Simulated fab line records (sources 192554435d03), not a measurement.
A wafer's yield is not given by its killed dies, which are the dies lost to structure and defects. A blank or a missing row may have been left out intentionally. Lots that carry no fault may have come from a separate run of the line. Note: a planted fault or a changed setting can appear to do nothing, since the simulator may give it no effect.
One fault seen from 2 desks || flow n5_finfet || every desk sees just its own numbers, and what lay behind them comes last

FROM THE METROLOGY DESK
Lot by lot, what the gauges showed, no matter which tool ran the lot: averages of those sampled wafers that carry a number. Marked OUT: a lot whose mean sits more than 4 standard deviations from the usual mean, which makes it out of limits; the brackets give that distance. Of its 10 readings 7 are shown: those that lie furthest out on some lot.
Columns: A = DIBL_N at N5_BEOL_M4_RC_MEAS_101, usual 36.5 mV/V; B = DIBL_P at N5_BEOL_M4_RC_MEAS_101, usual 36.6 mV/V; C = IOFF_P at N5_BEOL_M4_RC_MEAS_101, usual 0.21 nA/um; D = ION_P at N5_BEOL_M4_RC_MEAS_101, usual 460 uA/um; E = SS_N at N5_BEOL_M4_RC_MEAS_101, usual 71.6 mV/dec; F = VT_N at N5_BEOL_M4_RC_MEAS_101, usual 249 mV; G = VT_P at N5_BEOL_M4_RC_MEAS_101, usual -250 mV
{"lot": "L788", "first seen here": "day 8 10:00", "A": 35.4, "B": 33.7, "C": 0.21, "D": 467, "E": 70.6, "F": 251, "G": -249}
{"lot": "L800", "first seen here": "day 11 02:05", "A": 36.9, "B": 37.0, "C": 0.17, "D": 449, "E": 71.6, "F": 246, "G": -254}
{"lot": "L802", "first seen here": "day 11 23:39", "A": 36.8, "B": 37.3, "C": 0.23, "D": 465, "E": 71.6, "F": 250, "G": -247}
{"lot": "L809", "first seen here": "day 13 07:20", "A": 36.3, "B": 37.6, "C": 0.25, "D": 470, "E": 71.4, "F": 246, "G": -247}
This desk's verdict: no lot among the 4 shows anything out of limits.

THE TOOL OWNER'S DESK: epi_rpcvd-03
The tool's own readings at N5_PMOS_HMC_CHANNEL_EPI_EPI_26 (deposits Si from SiH4/H2, target thk 3.8 nm, time 22.7 s): means of the sampled wafers that have a number, for each lot that ran on this tool. Marked OUT: a lot whose mean sits more than 4 standard deviations from the usual mean, which makes it out of limits; the brackets give that distance.
Columns: A = throttle_valve_pct at N5_PMOS_HMC_CHANNEL_EPI_EPI_26, usual 11.11 %
{"lot": "L788", "first seen here": "day 1 19:38", "A": 11.06}
{"lot": "L800", "first seen here": "day 4 19:20", "A": 10.97}
{"lot": "L802", "first seen here": "day 5 09:01", "A": 11.20}
This desk's verdict: no lot among the 3 shows anything out of limits.

ALL TOGETHER
Nothing out of limits was seen by the metrology desk.
Nothing out of limits was seen by the tool owner's desk.

WHAT THE SIMULATOR HAD PUT IN
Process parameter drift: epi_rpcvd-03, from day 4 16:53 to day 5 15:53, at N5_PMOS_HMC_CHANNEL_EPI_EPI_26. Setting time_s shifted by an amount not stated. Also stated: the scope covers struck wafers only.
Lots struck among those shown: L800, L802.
